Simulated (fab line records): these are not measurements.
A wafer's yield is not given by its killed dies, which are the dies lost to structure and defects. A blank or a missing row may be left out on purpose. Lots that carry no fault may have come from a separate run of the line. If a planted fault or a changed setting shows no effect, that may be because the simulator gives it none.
fab line records + flow nandHarc
record:
- lots: 11
- wafers: 33
- lastDay: 34
route steps=1302 shown A_SLIT@938 A_WL_FILL@952 END@1302
lots untouched by any fault: they come from a run of this same line in which no faults occurred
startH: hours from the record's first day to the start of the lot's first wafer shown + waitH: hours since the lot's step before + " repeats the value in the row above + L1.1+2: several wafers, shown together as one row + - either no value or no given start + * or withheld: withheld + < > ~ a bound
route shown NAME@n: names a module that has steps shown in the file, with the first one's number in the route + usual: mean and standard deviation over wafers with no fault + same: alike in all rows + chamber/n: place in a boat + sites: each site's reading + _std_site: how widely they spread, as a standard deviation + _edge_site: mean of outer sites minus mean of inner sites + radiusMm: for every site, how far away it sits from the centre of the wafer + mask NAME#n: copy n + behind: the last tool/chamber to shape the wafer + hold: why the lot went on hold/how many hours it stayed there/how the hold came to an end + device: whichever transistor did not switch (one of n, p or np) + end of line: the same wafers' tests at the end of the route + a step given without rows: its recipe and nothing more + killed: dies lost to structure and defects at the first sort, not the wafer's yield + map: per-die view of a wafer (x killed, . not killed, _ where there is no die)
set.NAME: the run value of the setting; set.NAME@STEP: its run value at that earlier step + model.NAME: the simulator's own value behind a step, which no gauge read
a sample of lots followed through the steps of the route, with each step as a table and each wafer as a row
services: when a tool's chamber went out of use (startH, in hours from the record's first day, below 0 if earlier), for how many hours, and the reason
== steps ==
step: NHARC_A_SLIT_ETCH_15
recipe:
- targetDepthA: 62000
- overEtchFrac: 0.3
- timeS: 1612
- ionEnergyEv: 150
- o2FlowSccm: 400
- cosFlowSccm: 20
- arFlowSccm: 0
- rfW: 500
- biasW: 300
- chemistry: O2/COS
usual:
- drypumpMotorCurrentA: 5.7/0.59
- oesProductAu: 1.000/0.0076
- rfVppV: 313.8/2
- showerheadPlenumPTorr: 3.10/0.13
- throttleValvePct: 28.331/0.0087
| lot.wafer | tool       | chamber | startH | waitH | drypumpMotorCurrentA | oesProductAu | rfHoursCounterH | rfVppV | showerheadPlenumPTorr | throttleValvePct |
|-----------|------------|---------|--------|-------|----------------------|--------------|-----------------|--------|-----------------------|------------------|
| L671.4    | rieDiel-03 | 2       | -      | -     | 6.5                  | 1.007        | 0.3             | 313.6  | 3.10                  | 28.330           |
| L671.3    | "          | 3       | "      | "     | 6.6                  | 0.997        | 0.3             | 315.7  | 3.28                  | 28.348           |
| L671.2    | "          | 0       | "      | "     | 5.3                  | 0.994        | 0.2             | 316.3  | 3.22                  | 28.343           |
| L674.1    | rieDiel-11 | 1       | -      | -     | 6.3                  | 1.001        | 0.8             | 312.1  | 2.98                  | 28.339           |
| L674.3    | "          | 2       | "      | "     | 6.4                  | 1.013        | 1.2             | 311.6  | 2.94                  | 28.319           |
| L674.4    | "          | 3       | "      | "     | 5.7                  | 0.994        | 1.2             | 313.3  | 3.05                  | 28.314           |
| L676.3    | rieDiel-03 | 1       | -      | -     | 5.7                  | 1.001        | 2.8             | 312.3  | 3.01                  | 28.323           |
| L676.2    | "          | 0       | "      | "     | 5.3                  | 0.995        | 3.0             | 315.2  | 3.22                  | 28.330           |
| L676.5    | "          | 1       | "      | "     | 5.7                  | 0.996        | -               | 312.2  | 3.01                  | 28.333           |
| L678.4    | rieDiel-03 | 0       | -      | -     | 5.3                  | 1.008        | 3.6             | 314.2  | 3.22                  | 28.326           |
| L678.2    | "          | 3       | "      | "     | 6.5                  | 1.011        | 3.3             | 316.4  | 3.27                  | 28.335           |
| L678.5    | "          | 1       | "      | "     | 5.7                  | 1.004        | -               | 312.5  | 3.01                  | 28.328           |
| L677.2    | rieDiel-12 | 0       | -      | -     | 5.0                  | 1.013        | 4.8             | 311.5  | 2.95                  | 28.341           |
| L677.1    | "          | 2       | "      | "     | 5.7                  | 1.001        | 4.5             | 315.4  | 3.17                  | 28.322           |
| L677.5    | "          | 1       | "      | "     | 4.9                  | 0.986        | -               | 315.7  | 3.24                  | 28.336           |
| L684.2    | rieDiel-12 | 3       | -      | -     | 6.2                  | 1.007        | 7.0             | 312.2  | 2.98                  | 28.337           |
| L684.1    | "          | 0       | "      | "     | 5.0                  | 0.997        | 9.0             | 312.1  | 2.94                  | 28.332           |
| L684.6    | "          | 3       | "      | "     | 6.2                  | 1.009        | -               | 311.3  | 2.98                  | 28.329           |
| L686.3    | rieDiel-11 | 1       | -      | -     | 6.3                  | 0.985        | 6.5             | 313.6  | 2.98                  | 28.337           |
| L686.4    | "          | 2       | "      | "     | 6.4                  | 1.001        | -               | 311.6  | 2.93                  | 28.336           |
| L686.6    | "          | 0       | "      | "     | 5.4                  | 1.001        | -               | 317.0  | 3.27                  | 28.337           |
| L688.4    | rieDiel-03 | 0       | -      | -     | 5.3                  | 1.000        | 11.1            | 315.1  | 3.21                  | 28.345           |
| L688.5    | "          | 2       | "      | "     | 6.5                  | 1.011        | -               | 313.2  | 3.10                  | 28.325           |
| L688.6    | "          | 3       | "      | "     | 6.5                  | 0.999        | -               | 316.9  | 3.27                  | 28.331           |
| L687.4    | rieDiel-11 | 1       | -      | -     | 6.3                  | 0.997        | 0.7             | 311.4  | 2.97                  | 28.332           |
| L687.6    | "          | 1       | "      | "     | 6.2                  | 0.993        | -               | 310.8  | 2.97                  | 28.347           |
| L687.5    | "          | 2       | "      | "     | 6.4                  | 0.999        | -               | 311.2  | 2.93                  | 28.327           |
| L689.4    | rieDiel-11 | 1       | -      | -     | 6.3                  | 0.997        | 2.4             | 311.9  | 2.97                  | 28.330           |
| L689.1    | "          | 3       | "      | "     | 5.7                  | 1.004        | 2.5             | 314.5  | 3.04                  | 28.319           |
| L689.2    | "          | 0       | "      | "     | 5.4                  | 1.007        | 2.0             | 315.7  | 3.27                  | 28.328           |
| L691.2    | rieDiel-12 | 1       | -      | -     | 4.9                  | 0.991        | 2.7             | 316.4  | 3.23                  | 28.321           |
| L691.3    | "          | 3       | "      | "     | 6.2                  | 1.001        | 2.6             | 311.6  | 2.97                  | 28.323           |
| L691.5    | "          | 1       | "      | "     | 4.9                  | 0.993        | -               | 314.5  | 3.23                  | 28.331           |
step: NHARC_A_WL_FILL_ALD_00
recipe:
- targetThkA: 30
- pulseTimeS: 3
- aldCycles: 30
- tempC: 300
- material: Al2O3
usual:
- aldCycles: 30/0
- heaterPowerOuterW: 263/24
- heaterPowerW: 465/39
- precursorPulseHeightRel: 0.999/0.018
- pulseTimeS: 3/0
- susceptorTempC: 299.94/0.2
| lot.wafer | tool     | chamber | startH | waitH | aldCycles | heaterPowerOuterW | heaterPowerW | precursorPulseHeightRel | pulseTimeS | susceptorTempC |
|-----------|----------|---------|--------|-------|-----------|-------------------|--------------|-------------------------|------------|----------------|
| L671.4    | aldHk-03 | 3       | 492.07 | 0.1   | 30        | 250               | 458          | 0.971                   | 3          | 299.98         |
| L671.2    | "        | 0       | "      | "     | 30        | 250               | 432          | 0.997                   | 3          | 299.81         |
| L671.3    | "        | 1       | "      | "     | 30        | 309               | 528          | 1.010                   | 3          | 300.06         |
| L674.1    | aldHk-01 | 2       | 504.21 | 0.1   | 30        | 255               | 421          | 0.990                   | 3          | 300.10         |
| L674.3    | "        | 3       | "      | "     | 30        | 278               | 498          | 0.989                   | 3          | 299.85         |
| L674.4    | "        | 1       | "      | "     | 30        | 231               | 436          | 1.024                   | 3          | 300.20         |
| L676.2    | aldHk-04 | 1       | 530.60 | 0.1   | 30        | 254               | 411          | 1.005                   | 3          | 299.87         |
| L676.3    | "        | 3       | "      | "     | 30        | 238               | 466          | 0.964                   | 3          | 300.06         |
| L676.5    | "        | 2       | "      | "     | 30        | 246               | 449          | 0.984                   | 3          | 299.60         |
| L678.4    | aldHk-01 | 0       | 540.61 | 0.1   | -         | -                 | -            | -                       | -          | -              |
| L678.2    | "        | 2       | "      | "     | -         | -                 | -            | -                       | -          | -              |
| L678.5    | "        | 0       | "      | "     | -         | -                 | -            | -                       | -          | -              |
| L677.2    | aldHk-04 | 3       | 544.43 | 0.1   | -         | -                 | -            | -                       | -          | -              |
| L677.1    | "        | 0       | "      | "     | -         | -                 | -            | -                       | -          | -              |
| L677.5    | "        | 1       | "      | "     | -         | -                 | -            | -                       | -          | -              |
| L684.1    | aldHk-04 | 3       | 628.16 | 0.2   | 30        | 250               | 479          | 1.012                   | 3          | 300.10         |
| L684.2    | "        | 1       | "      | "     | 30        | 245               | 393          | 1.000                   | 3          | 300.03         |
| L684.6    | "        | 3       | "      | "     | 30        | 252               | 477          | 1.001                   | 3          | 300.02         |
| L686.3    | aldHk-01 | 3       | 628.17 | 0.2   | 30        | 275               | 493          | 1.002                   | 3          | 299.88         |
| L686.4    | "        | 2       | "      | "     | 30        | 251               | 422          | 0.984                   | 3          | 299.49         |
| L686.6    | "        | 0       | "      | "     | 30        | 317               | 531          | 0.989                   | 3          | 300.31         |
| L688.4    | aldHk-04 | 3       | 649.72 | 0.1   | 30        | 248               | 482          | 1.012                   | 3          | 299.89         |
| L688.6    | "        | 3       | "      | "     | 30        | 250               | 485          | 0.989                   | 3          | 299.84         |
| L688.5    | "        | 0       | "      | "     | 30        | 259               | 478          | 0.995                   | 3          | 299.67         |
| L687.4    | aldHk-04 | 3       | 657.86 | 0.1   | 30        | 252               | 476          | 1.013                   | 3          | 300.12         |
| L687.5    | "        | 2       | "      | "     | 30        | 256               | 475          | 1.019                   | 3          | 300.03         |
| L687.6    | "        | 3       | "      | "     | 30        | 250               | 467          | 0.994                   | 3          | 299.94         |
| L689.1    | aldHk-04 | 0       | 707.21 | 0.1   | 30        | 254               | 500          | 1.014                   | 3          | 300.04         |
| L689.2    | "        | 2       | "      | "     | 30        | 253               | 483          | 0.995                   | 3          | 300.17         |
| L689.4    | "        | 3       | "      | "     | 30        | 246               | 475          | 0.993                   | 3          | 299.68         |
| L691.2    | aldHk-01 | 0       | 707.21 | 0.1   | 30        | 326               | 508          | 1.028                   | 3          | 299.91         |
| L691.3    | "        | 2       | "      | "     | 30        | 251               | 411          | 0.994                   | 3          | 299.94         |
| L691.5    | "        | 0       | "      | "     | 30        | 322               | 511          | 1.005                   | 3          | 299.66         |
step: NHARC_A_WL_FILL_ETCHBACK_04
recipe:
- targetDepthA: 600
- timeS: 120
- chemistry: NF3
usual:
- drypumpMotorCurrentA: 5.7/0.46
- heBacksideLeakSccm: 3.34/0.17
- oesProductAu: 1.001/0.0083
| lot.wafer | tool        | chamber | startH | waitH | drypumpMotorCurrentA | heBacksideLeakSccm | oesProductAu | rfHoursCounterH |
|-----------|-------------|---------|--------|-------|----------------------|--------------------|--------------|-----------------|
| L671.2    | rieMetal-03 | 1       | 493.39 | 0.3   | 5.7                  | 3.28               | 1.001        | 2.4             |
| L671.3    | "           | 0       | "      | "     | 6.4                  | 3.27               | 1.001        | -               |
| L671.4    | "           | 1       | "      | "     | 5.7                  | 3.51               | 1.007        | -               |
| L674.1    | rieMetal-03 | 0       | 505.72 | 0.3   | 6.4                  | 3.43               | 1.002        | 3.2             |
| L674.3    | "           | 0       | "      | "     | 6.4                  | 3.41               | 1.009        | -               |
| L674.4    | "           | 1       | "      | "     | 5.7                  | 3.44               | 1.004        | -               |
| L676.2    | rieMetal-02 | 1       | 531.98 | 0.3   | 5.2                  | 3.19               | 0.994        | 1.5             |
| L676.3    | "           | 1       | "      | "     | 5.2                  | 3.55               | 1.008        | -               |
| L676.5    | "           | 0       | "      | "     | 5.7                  | 3.10               | 1.008        | -               |
| L678.2    | rieMetal-01 | 1       | 541.93 | 0.3   | 6.0                  | 3.26               | 1.007        | 2.4             |
| L678.4    | "           | 1       | "      | "     | 6.0                  | 3.25               | 1.009        | -               |
| L678.5    | "           | 1       | "      | "     | 6.0                  | 3.35               | 0.997        | -               |
| L677.1    | rieMetal-01 | 0       | 545.70 | 0.3   | 5.2                  | 3.26               | 0.986        | 2.1             |
| L677.2    | "           | 1       | "      | "     | 6.0                  | 3.25               | 0.998        | 2.7             |
| L677.5    | "           | 0       | "      | "     | 5.1                  | 3.28               | 0.992        | -               |
| L684.2    | rieMetal-02 | 0       | 629.60 | 0.3   | 5.7                  | 3.20               | 1.008        | 2.6             |
| L684.1    | "           | 1       | "      | "     | 5.2                  | 3.29               | 1.001        | 3.1             |
| L684.6    | "           | 1       | "      | "     | 5.2                  | 3.55               | 1.008        | -               |
| L686.3    | rieMetal-03 | 0       | 629.87 | 0.3   | 6.4                  | 3.27               | 0.984        | -               |
| L686.4    | "           | 1       | "      | "     | 5.7                  | 3.50               | 0.991        | -               |
| L686.6    | "           | 0       | "      | "     | 6.4                  | 3.18               | 0.995        | -               |
| L688.4    | rieMetal-01 | 1       | 651.16 | 0.3   | 6.0                  | 3.31               | 1.005        | -               |
| L688.5    | "           | 1       | "      | "     | 6.0                  | 3.30               | 1.020        | -               |
| L688.6    | "           | 0       | "      | "     | 5.1                  | 3.08               | 1.007        | -               |
| L687.4    | rieMetal-03 | 0       | 659.23 | 0.3   | 6.4                  | 3.45               | 0.994        | -               |
| L687.5    | "           | 1       | "      | "     | 5.7                  | 3.51               | 1.004        | -               |
| L687.6    | "           | 0       | "      | "     | 6.4                  | 3.64               | 0.983        | -               |
| L691.2    | rieMetal-03 | 0       | 708.67 | 0.3   | 6.4                  | 3.52               | 0.999        | 0.0             |
| L691.3    | "           | 0       | "      | "     | 6.4                  | 3.42               | 0.983        | -               |
| L691.5    | "           | 1       | "      | "     | 5.7                  | 3.64               | 0.996        | -               |
| L689.2    | rieMetal-02 | 1       | 708.81 | 0.5   | 5.2                  | 3.51               | 0.992        | 0.8             |
| L689.1    | "           | 0       | "      | "     | 5.7                  | 2.97               | 0.989        | 0.8             |
| L689.4    | "           | 1       | "      | "     | 5.2                  | 3.24               | 1.000        | -               |
step: NHARC_A_WL_FILL_STRIP_29
recipe:
- timeS: 20
- o2FlowSccm: 500
- arFlowSccm: 0
- biasW: 0
- chemistry: O2
usual:
- drypumpMotorCurrentA: 5.6/0.38
- oesProductAu: 0.999/0.0072
- rfVppV: 57.6/0.91
- showerheadPlenumPTorr: 3.51/0.13
- throttleValvePct: 17.038/0.0099
| lot.wafer | tool       | chamber | startH | waitH | drypumpMotorCurrentA | oesProductAu | rfHoursCounterH | rfVppV | showerheadPlenumPTorr | throttleValvePct |
|-----------|------------|---------|--------|-------|----------------------|--------------|-----------------|--------|-----------------------|------------------|
| L671.4    | rieDiel-08 | 1       | 503.78 | 0.1   | 5.6                  | 1.003        | 3.7             | 56.8   | 3.31                  | 17.046           |
| L671.3    | "          | 3       | "      | "     | 5.4                  | 0.995        | 3.5             | 55.6   | 3.44                  | 17.034           |
| L671.2    | "          | 0       | "      | "     | 5.3                  | 1.010        | 3.7             | 58.2   | 3.45                  | 17.050           |
| L674.3    | rieDiel-05 | 1       | 517.70 | 0.1   | 5.5                  | 0.993        | 3.7             | 58.1   | 3.66                  | 17.038           |
| L674.1    | "          | 3       | "      | "     | 6.4                  | 0.998        | 4.0             | 58.9   | 3.62                  | 17.049           |
| L674.4    | "          | 0       | "      | "     | 5.3                  | 0.994        | 3.5             | 56.4   | 3.34                  | 17.038           |
| L676.3    | rieDiel-10 | 1       | 542.47 | 0.1   | 5.8                  | 0.997        | 6.8             | 56.9   | 3.61                  | 17.029           |
| L676.2    | "          | 3       | "      | "     | 6.2                  | 0.996        | 5.6             | 57.5   | 3.70                  | 17.046           |
| L676.5    | "          | 1       | "      | "     | 5.8                  | 0.996        | -               | 58.6   | 3.61                  | 17.044           |
| L678.2    | rieDiel-10 | 2       | 553.17 | 0.1   | 4.9                  | 0.995        | 6.6             | 57.7   | 3.36                  | 17.029           |
| L678.4    | "          | 0       | "      | "     | 5.6                  | 0.996        | 5.5             | 57.0   | 3.55                  | 17.045           |
| L678.5    | "          | 2       | "      | "     | 4.9                  | 0.994        | -               | 55.9   | 3.36                  | 17.029           |
| L677.1    | rieDiel-08 | 0       | 556.37 | 0.1   | 5.3                  | 0.990        | 0.1             | 58.1   | 3.45                  | 17.032           |
| L677.2    | "          | 1       | "      | "     | 5.6                  | 0.996        | 0.1             | 56.6   | 3.31                  | 17.028           |
| L677.5    | "          | 1       | "      | "     | 5.6                  | 0.988        | -               | 57.0   | 3.31                  | 17.037           |
| L684.1    | rieDiel-08 | 2       | 639.68 | 0.1   | 5.7                  | 1.000        | 1.1             | 57.5   | 3.50                  | 17.031           |
| L684.2    | "          | 3       | "      | "     | 5.4                  | 0.995        | 2.1             | 57.2   | 3.44                  | 17.043           |
| L684.6    | "          | 2       | "      | "     | 5.7                  | 1.003        | -               | 57.8   | 3.50                  | 17.056           |
| L686.4    | rieDiel-10 | 3       | 642.75 | 0.1   | 6.2                  | 1.001        | 2.6             | 58.1   | 3.70                  | 17.049           |
| L686.3    | "          | 0       | "      | "     | 5.6                  | 1.006        | 2.6             | 57.9   | 3.55                  | 17.030           |
| L686.6    | "          | 2       | "      | "     | 4.9                  | 0.995        | -               | 57.6   | 3.36                  | 17.048           |
| L688.4    | rieDiel-10 | 0       | 661.08 | 0.1   | 5.6                  | 1.006        | 3.0             | 56.2   | 3.55                  | 17.049           |
| L688.5    | "          | 2       | "      | "     | 4.9                  | 0.992        | -               | 56.5   | 3.35                  | 17.049           |
| L688.6    | "          | 3       | "      | "     | 6.2                  | 1.001        | -               | 58.8   | 3.70                  | 17.057           |
| L687.4    | rieDiel-10 | 1       | 672.68 | 0.1   | 5.8                  | 1.006        | 3.5             | 58.6   | 3.60                  | 17.025           |
| L687.5    | "          | 3       | "      | "     | 6.2                  | 0.997        | -               | 58.3   | 3.70                  | 17.051           |
| L687.6    | "          | 0       | "      | "     | 5.6                  | 1.020        | -               | 57.4   | 3.55                  | 17.026           |
| L691.2    | rieDiel-05 | 0       | 719.17 | 0.1   | 5.2                  | 0.996        | 3.6             | 57.0   | 3.33                  | 17.045           |
| L691.3    | "          | 3       | "      | "     | 6.4                  | 0.987        | 4.0             | 57.0   | 3.62                  | 17.030           |
| L691.5    | "          | 0       | "      | "     | 5.2                  | 1.002        | -               | 57.5   | 3.33                  | 17.035           |
| L689.2    | rieDiel-10 | 0       | 719.22 | 0.1   | 5.6                  | 0.996        | 4.8             | 56.7   | 3.55                  | 17.066           |
| L689.4    | "          | 1       | "      | "     | 5.8                  | 1.003        | 5.3             | 57.7   | 3.60                  | 17.037           |
| L689.1    | "          | 3       | "      | "     | 6.2                  | 1.003        | 4.8             | 57.8   | 3.70                  | 17.020           |
step: NHARC_END_SORT_01
recipe:
- tempC: 25
usual:
- killedAtArray: 58/20
- killedAtOther: 0.9/1.4
- killedAtPeriphery: 4/3.1
- killedDies: 63/20
- killedOpen: 3.3/1.8
- killedShort: 2.4/1.5
same:
- grossDies: 677
| lot.wafer | tool      | chamber | startH | waitH | killedAtArray | killedAtOther | killedAtPeriphery | killedDies | killedOpen | killedShort |
|-----------|-----------|---------|--------|-------|---------------|---------------|-------------------|------------|------------|-------------|
| L678.2    | prober-01 | 0       | 648.00 | 2.8   | 664           | 0             | 13                | 677        | 2          | 0           |
| L678.4    | prober-01 | 0       | 649.60 | 3.4   | 673           | 0             | 4                 | 677        | 5          | 3           |
| L678.5    | prober-01 | 0       | 650.40 | 3.7   | 662           | 0             | 15                | 677        | 4          | 3           |
| L677.1    | prober-02 | 0       | 657.02 | 2.5   | 674           | 3             | 0                 | 677        | 2          | 4           |
| L677.2    | prober-02 | 0       | 657.82 | 2.8   | 673           | 3             | 1                 | 677        | 4          | 2           |
| L677.5    | prober-02 | 0       | 660.21 | 3.7   | 674           | 1             | 2                 | 677        | 3          | 3           |
killed by level:class
L678.2 A_WL_FILL:areaAld=569 A_CHANNEL_HOLE_D1:chamberFilmFlake=39 A_SLIT:chamberFilmFlake=35 A_CHANNEL_HOLE_D2:chamberFilmFlake=8 P_CONTACT:chamberFilmFlake=5 P_M1:chamberFilmFlake=3 A_WL_FILL:chamberFilmFlake=3 A_CONTACT:chamberFilmFlake=3
L678.4 A_WL_FILL:areaAld=592 A_CHANNEL_HOLE_D1:chamberFilmFlake=37 A_CHANNEL_HOLE_D2:chamberFilmFlake=18 A_SLIT:chamberFilmFlake=14 P_CONTACT:chamberFilmFlake=2 A_STAIRCASE:chamberFilmFlake=2 A_CONTACT:chamberFilmFlake=2 P_STI:geometricParticle:open=1
L678.5 A_WL_FILL:areaAld=578 A_SLIT:chamberFilmFlake=35 A_CHANNEL_HOLE_D1:chamberFilmFlake=30 P_CONTACT:chamberFilmFlake=8 A_CHANNEL_HOLE_D2:chamberFilmFlake=8 A_CONTACT:chamberFilmFlake=4 A_SOURCE_PLATE:geometricParticle:open=2 P_STI:chamberFilmFlake=2
L677.1 A_WL_FILL:areaAld=641 A_CHANNEL_HOLE_D2:chamberFilmFlake=9 A_CHANNEL_HOLE_D1:chamberFilmFlake=4 A_CONTACT:chamberFilmFlake=4 THIN_TSV:chamberFilmFlake=3 A_CHANNEL_FILL_D1:chamberFilmFlake=2 A_STAIRCASE:chamberFilmFlake=2 A_WL_FILL:chamberFilmFlake=2
L677.2 A_WL_FILL:areaAld=645 A_CHANNEL_HOLE_D2:chamberFilmFlake=12 A_CHANNEL_HOLE_D1:chamberFilmFlake=4 A_CHANNEL_FILL_D1:chamberFilmFlake=3 THIN_TSV:chamberFilmFlake=2 A_CHANNEL_HOLE_D1:geometricParticle:short=1 A_CHANNEL_FILL_D1:geometricParticle:open=1 A_ONON_D2:geometricParticle:open=1
L677.5 A_WL_FILL:areaAld=642 A_CHANNEL_HOLE_D2:chamberFilmFlake=10 A_CHANNEL_HOLE_D1:chamberFilmFlake=6 A_CHANNEL_FILL_D2:chamberFilmFlake=4 A_WL_FILL:chamberFilmFlake=3 A_DECK1_JOINT:geometricParticle:short=2 A_STAIRCASE:chamberFilmFlake=2 P_CONTACT:geometricParticle:short=1
== services ==
| tool        | chamber | startH | hours | kind   |
|-------------|---------|--------|-------|--------|
| rieDiel-10  | 0       | 449.54 | 16.6  | repair |
| rieMetal-02 | -       | 454.00 | 9.0   | pm     |
| rieDiel-11  | 1       | 454.94 | 10.1  | repair |
| rieDiel-10  | 1       | 457.50 | 5.9   | repair |
| rieDiel-03  | -       | 458.30 | 9.0   | pm     |
| aldHk-01    | -       | 474.00 | 10.0  | pm     |
| rieMetal-02 | 0       | 477.50 | 18.2  | repair |
| rieDiel-03  | -       | 504.56 | 9.9   | repair |
| rieMetal-02 | -       | 517.15 | 0.9   | repair |
| rieMetal-03 | -       | 519.06 | 9.0   | pm     |
| rieDiel-03  | -       | 532.33 | 0.2   | repair |
| aldHk-01    | -       | 587.77 | 1.7   | repair |
| rieDiel-03  | 1       | 590.27 | 41.7  | repair |
| rieDiel-10  | -       | 596.53 | 9.0   | pm     |
| rieDiel-11  | 3       | 605.15 | 3.1   | repair |
| rieDiel-11  | -       | 609.53 | 9.0   | pm     |
| aldHk-04    | -       | 612.03 | 10.0  | pm     |
| rieDiel-03  | -       | 635.30 | 9.0   | pm     |
| rieDiel-11  | 2       | 641.67 | 10.2  | repair |
| rieDiel-11  | 0       | 643.35 | 6.9   | repair |
| rieDiel-11  | 1       | 651.02 | 14.0  | repair |
| aldHk-01    | -       | 652.00 | 10.0  | pm     |
| rieDiel-10  | 1       | 694.09 | 1.6   | repair |
| rieMetal-03 | -       | 696.06 | 9.0   | pm     |
== key ==
firstSign:
- step: NHARC_A_WL_FILL_ALD_00
- reading: toolRecord
- direction: missing
effect:
- step: NHARC_END_SORT_01
- reading: killedAtArray
- direction: up
- sigmas: 31
- usual: 58
- struck: 670
moreKillsBornAt:
- NHARC_A_WL_FILL_ALD_00@aldHk-04: 1928
- NHARC_A_WL_FILL_ALD_00@aldHk-01: 1739
metAt NHARC_A_WL_FILL_ALD_00
struckLots L677,L678
laterRowsLeftOut L677.1,L677.2,L677.5,L678.2,L678.4,L678.5
testerLeftOut L677,L678
notActingAt NHARC_A_SLIT_ETCH_15,NHARC_A_WL_FILL_ETCHBACK_04,NHARC_A_WL_FILL_STRIP_29
onsetBetween 530.60 540.61
fault:
- kind: skippedStepWhole
- tool: aldHk-01,aldHk-04
- chamber: -
- onsetH: 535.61
- steps: NHARC_A_WL_FILL_ALD_00
- scope: struckLotsOnly
testerLeftOut: of these lots the tester's yield and bins aren't shown, on N5 and GAA mostly nor the transistor test; their killed dies are dies lost to structure and defects alone, not to doping, threshold or leakage, so they don't give the yield
laterRowsLeftOut: the simulator's readings of these wafers behind a module that went badly wrong aren't trusted and aren't shown, but for the sort
